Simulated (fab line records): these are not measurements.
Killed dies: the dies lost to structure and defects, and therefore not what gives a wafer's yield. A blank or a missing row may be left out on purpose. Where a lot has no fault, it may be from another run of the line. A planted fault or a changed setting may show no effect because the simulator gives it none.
Which of the tools did it?    flow nandHarc    Sampling: 12 lots, 36 wafers, 6 of 1159 route steps

== WHAT THE GAUGES READ, wafer by wafer ==
NHARC_P_GATE_OVL_MEAS_27.
lot   measured      on          overlayXNm (nm)  overlayYNm (nm)
L513  day 4 19:43   overlay-01  -0.1 -0.3 -0.5   -1.2 -1.4 -1.0
L514  day 5 03:23   overlay-02  0.0 -0.4 0.1     -0.8 -1.1 -1.2
L516  day 5 09:01   overlay-01  -1.1 -1.3 -0.1   1.3 1.1 1.1
L518  day 5 21:45   overlay-01  0.0 0.5 0.0      -0.4 -0.8 -0.6
L526  day 7 22:23   overlay-01  -2.2 -2.2 -1.8   -1.4 -1.1 -1.4
L527  day 8 08:13   overlay-01  0.3 0.2 0.4      -0.5 -0.2 0.0
L528  day 8 15:35   overlay-01  -0.1 -0.2 -0.2   0.6 1.1 1.0
L529  day 8 16:13   overlay-01  -0.4 0.2 0.1     -1.7 -1.1 -1.4
L531  day 9 10:35   overlay-02  0.0 0.6 0.5      -0.1 0.3 0.1
L532  day 9 10:25   overlay-01  -0.6 -0.9 -0.7   0.3 0.0 -0.4
L535  day 10 05:58  overlay-02  0.7 -0.3 0.5     0.4 0.7 0.6
L536  day 10 17:20  overlay-01  1.8 1.4 1.6      0.0 0.2 0.0

NHARC_P_GATE_CD_MEAS_46 targets a cd of 720 nm.
lot   measured      on        cdNm (nm)
L513  day 5 08:09   cdSem-03  721.2 723.0 723.8
L514  day 5 15:23   cdSem-03  722.2 722.3 720.1
L516  day 5 20:59   cdSem-03  717.8 718.3 718.0
L518  day 6 11:35   cdSem-02  - - -
L526  day 8 10:28   cdSem-02  722.0 720.5 720.3
L527  day 8 19:59   cdSem-01  720.5 719.1 719.9
L528  day 9 03:35   cdSem-03  723.7 722.8 720.9
L529  day 9 04:08   cdSem-03  720.9 720.3 722.2
L531  day 9 22:52   cdSem-02  717.6 720.3 717.7
L532  day 10 00:50  cdSem-02  721.1 720.0 717.5
L535  day 10 17:50  cdSem-03  717.3 716.8 716.9
L536  day 11 07:32  cdSem-03  719.6 715.7 720.5

NHARC_END_SORT_01.
lot   measured      on         killedAtArray  killedAtOther  killedAtPeriphery  killedDies   killedOpen  killedShort
L518  day 21 04:28  prober-02  13 11 12       0 0 0          664 666 665        677 677 677  1 2 4       1 1 1

== WHAT TOOL EACH LOT RAN ON (gives the tool, then ch and the chambers of the sampled wafers, and finally the start) ==
lot   NHARC_P_GATE_DESCUM_13            NHARC_P_GATE_ETCH_104              NHARC_P_GATE_EXPOSE_43
L513  rieDiel-03 ch 0,2,3, day 4 04:08  rieDiel-03 ch 0,1,2, day 4 19:59   krfScanner-02 ch 0, day 5 07:59
L514  rieDiel-03 ch 0,3, day 4 13:03    rieDiel-06 ch 0,1,2, day 5 03:35   krfScanner-01 ch 0, day 5 15:13
L516  rieDiel-03 ch 1,2, day 4 18:48    rieDiel-03 ch 0,1, day 5 09:12     krfScanner-03 ch 0, day 5 20:49
L518  rieDiel-06 ch 2,3, day 5 05:31    rieDiel-03 ch 0,2,3, day 5 21:56   krfScanner-01 ch 0, day 6 11:26
L526  rieDiel-03 ch 0,1,3, day 7 08:53  rieDiel-03 ch 0,1,3, day 7 22:38   krfScanner-01 ch 0, day 8 10:19
L527  rieDiel-06 ch 2,3, day 7 17:04    rieDiel-03 ch 0,1,2, day 8 08:25   krfScanner-01 ch 0, day 8 19:50
L528  rieDiel-06 ch 0,1, day 8 01:12    rieDiel-03 ch 2,3, day 8 15:47     krfScanner-03 ch 0, day 9 03:25
L529  rieDiel-10 ch 1,2,3, day 8 01:30  rieDiel-03 ch 0,2, day 8 16:25     krfScanner-01 ch 0, day 9 03:59
L531  rieDiel-03 ch 0,1, day 8 19:55    rieDiel-06 ch 1,2, day 9 10:47     krfScanner-01 ch 0, day 9 22:43
L532  rieDiel-03 ch 0,1,3, day 8 20:04  rieDiel-03 ch 1,2, day 9 10:37     krfScanner-01 ch 0, day 10 00:41
L535  rieDiel-03 ch 0,1,2, day 9 16:11  rieDiel-10 ch 0,1,3, day 10 06:09  krfScanner-02 ch 0, day 10 17:41
L536  rieDiel-10 ch 0,1, day 9 22:56    rieDiel-10 ch 0,2,3, day 10 17:32  krfScanner-03 ch 0, day 11 07:22
- NHARC_P_GATE_DESCUM_13: chemistry O2, time 3 s.
- NHARC_P_GATE_ETCH_104: etches the open film in CF4/CHF3, target depth 60 nm.
- NHARC_P_GATE_EXPOSE_43: exposes mask P NSD, target cd 720 nm.

== AS READ BY THE TOOLS THEMSELVES (means over the sampled wafers that have a number; for cases with no such wafer, the mark the record gives instead) ==
NHARC_P_GATE_DESCUM_13.
lot   tool        drypumpMotorCurrentA (A)  oesProductAu (a.u.)  rfVppV (V)  showerheadPlenumPTorr (Torr)  throttleValvePct (%)
L513  rieDiel-03  5.9                       0.983                57.6        1.96                          11.319
L514  rieDiel-03  6.0                       1.000                57.2        1.92                          11.318
L516  rieDiel-03  5.6                       0.995                57.3        1.98                          11.305
L518  rieDiel-06  5.7                       0.998                57.7        1.91                          11.316
L526  rieDiel-03  6.0                       0.990                58.1        1.89                          11.315
L527  rieDiel-06  5.9                       1.003                57.6        1.94                          11.311
L528  rieDiel-06  5.9                       0.995                58.0        1.93                          11.315
L529  rieDiel-10  6.0                       1.006                58.2        1.90                          11.318
L531  rieDiel-03  5.9                       0.995                56.9        1.84                          11.308
L532  rieDiel-03  6.0                       0.987                58.2        1.88                          11.307
L535  rieDiel-03  5.9                       1.004                57.5        1.92                          11.318
L536  rieDiel-10  5.9                       0.998                57.3        1.94                          11.315

NHARC_P_GATE_ETCH_104.
lot   tool        drypumpMotorCurrentA (A)  oesProductAu (a.u.)  rfVppV (V)  showerheadPlenumPTorr (Torr)  throttleValvePct (%)
L513  rieDiel-03  5.9                       0.918                370.6       1.58                          16.811
L514  rieDiel-06  5.7                       0.940                371.1       1.58                          16.809
L516  rieDiel-03  6.2                       0.917                369.3       1.54                          16.805
L518  rieDiel-03  5.9                       0.955                371.9       1.61                          16.801
L526  rieDiel-03  6.0                       0.921                370.3       1.55                          16.803
L527  rieDiel-03  5.9                       0.959                370.4       1.58                          16.799
L528  rieDiel-03  5.7                       0.942                372.4       1.62                          16.804
L529  rieDiel-03  6.1                       0.973                371.9       1.59                          16.805
L531  rieDiel-06  5.5                       0.957                369.8       1.55                          16.790
L532  rieDiel-03  5.7                       0.911                371.5       1.56                          16.796
L535  rieDiel-10  5.8                       0.976                370.7       1.56                          16.795
L536  rieDiel-10  5.6                       0.932                371.4       1.59                          16.804

== THE ANSWER, worked out from the rows above alone ==
Rule: what is usual is taken from the lots themselves. Put in order of their means at a reading, lots are off if they are a third of the lots or fewer, leave a main group of 4 or more, and stand apart from it by a gap of 3 or more times the standard deviation of the main group's means; of several such gaps the widest counts. If all means in a main group match to the digits the tables above print for the reading, that group is not used. Also off: a lot with no number at a reading for which 4 or more lots have one. The other lots that the step has rows for count as sound. First the gauges in route order, then the tools' own readings, where a lot's mean is used as printed above. At the first step where some lot is off, the reading lying furthest off is the one used; lots without a number count as furthest.
Off at NHARC_P_GATE_CD_MEAS_46 (cdNm): L518. Without a number there: L518. For the main group the mean is 720.0 nm and the standard deviation 1.8.
A tool fits if, at a process step before that reading, it ran every lot that is off, and no sound lot after the first of them. The gauges at NHARC_P_GATE_CD_MEAS_46 aren't tried: what is off there is off at NHARC_P_GATE_DESCUM_13 too, on other tools, and a gauge's error can't cause that. Of those tried, none fits.

== WHAT THE SIMULATOR HAD PUT IN ==
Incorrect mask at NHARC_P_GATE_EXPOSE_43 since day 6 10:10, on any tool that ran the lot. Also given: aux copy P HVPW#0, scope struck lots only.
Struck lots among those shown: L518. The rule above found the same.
